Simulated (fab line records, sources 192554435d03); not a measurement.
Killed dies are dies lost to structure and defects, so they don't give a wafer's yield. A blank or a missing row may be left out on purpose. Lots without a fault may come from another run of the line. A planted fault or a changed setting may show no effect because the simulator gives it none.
Chamber matching | flow n5_finfet | N5_GATE_CUT_STRIP_59 on rie_diel-02: 4 sister chambers
The step strips in N2/H2, time 20 s. 16 wafers are shown with their chamber, then 8 later ones without.

WAFERS WITH THEIR CHAMBER
wafer  | chamber | showerhead_plenum_p_Torr (Torr) | drypump_motor_current_A (A) | throttle_valve_pct (%)
L074.1 | 3       | 3.54                            | 5.2                         | 12.45
L074.3 | 1       | 3.47                            | 4.9                         | 12.31
L074.6 | 2       | 3.38                            | 5.6                         | 11.95
L077.1 | 2       | 3.37                            | 5.6                         | 11.96
L077.3 | 3       | 3.53                            | 5.2                         | 12.47
L077.6 | 0       | 3.23                            | 5.4                         | 12.47
L082.1 | 3       | 3.53                            | 5.2                         | 12.50
L082.3 | 0       | 3.23                            | 5.4                         | 12.48
L082.5 | 0       | 3.23                            | 5.4                         | 12.51
L083.1 | 2       | 3.37                            | 5.6                         | 11.99
L083.5 | 2       | 3.37                            | 5.6                         | 11.98
L083.6 | 3       | 3.53                            | 5.2                         | 12.50
L085.3 | 3       | 3.52                            | 5.2                         | 12.50
L085.5 | 0       | 3.22                            | 5.4                         | 12.49
L085.6 | 1       | 3.46                            | 5.0                         | 12.36
L087.2 | 2       | 3.36                            | 5.6                         | 12.01

SIGNATURES (means of the wafers above)
reading                  | chamber 0 | chamber 1 | chamber 2 | chamber 3 | scatter within a chamber
showerhead_plenum_p_Torr | 3.2275    | 3.4650    | 3.3700    | 3.5300    | 0.00661
drypump_motor_current_A  | 5.400     | 4.950     | 5.600     | 5.200     | 0.0204
throttle_valve_pct       | 12.4875   | 12.3350   | 11.9780   | 12.4840   | 0.0233
Rule: a wafer's distance from a chamber is the root of the sum, over the readings, of the square of ((its reading less the chamber's mean) divided by the reading's scatter). The wafer belongs to the nearest chamber; if the next one is less than 2 further off, it can't be placed. The scatter: the root of (the sum of the squares of (reading less its chamber's mean) over the shown wafers, divided by (wafers less chambers)).

WAFERS WITHOUT THEIR CHAMBER
wafer  | showerhead_plenum_p_Torr (Torr) | drypump_motor_current_A (A) | throttle_valve_pct (%)
L087.3 | 3.45                            | 4.9                         | 12.37
L087.5 | 3.36                            | 5.6                         | 12.00
L094.1 | 3.36                            | 5.6                         | 12.04
L094.5 | 3.63                            | 5.4                         | 11.89
L094.6 | 3.36                            | 5.6                         | 12.03
L097.1 | 3.35                            | 5.6                         | 12.05
L097.2 | 3.62                            | 5.4                         | 11.91
L097.3 | 3.45                            | 4.9                         | 11.76

WHICH CHAMBER EACH WENT THROUGH
wafer  | from the rows above | in truth
L087.3 | 1                   | 1
L087.5 | 2                   | 2
L094.1 | 2                   | 2
L094.5 | 3                   | 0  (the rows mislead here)
L094.6 | 2                   | 2
L097.1 | 2                   | 2
L097.2 | 3                   | 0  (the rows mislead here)
L097.3 | 1                   | 1
Placed correctly: 6 of 8. Can't be placed from these rows: 0. Placed wrongly: 2.
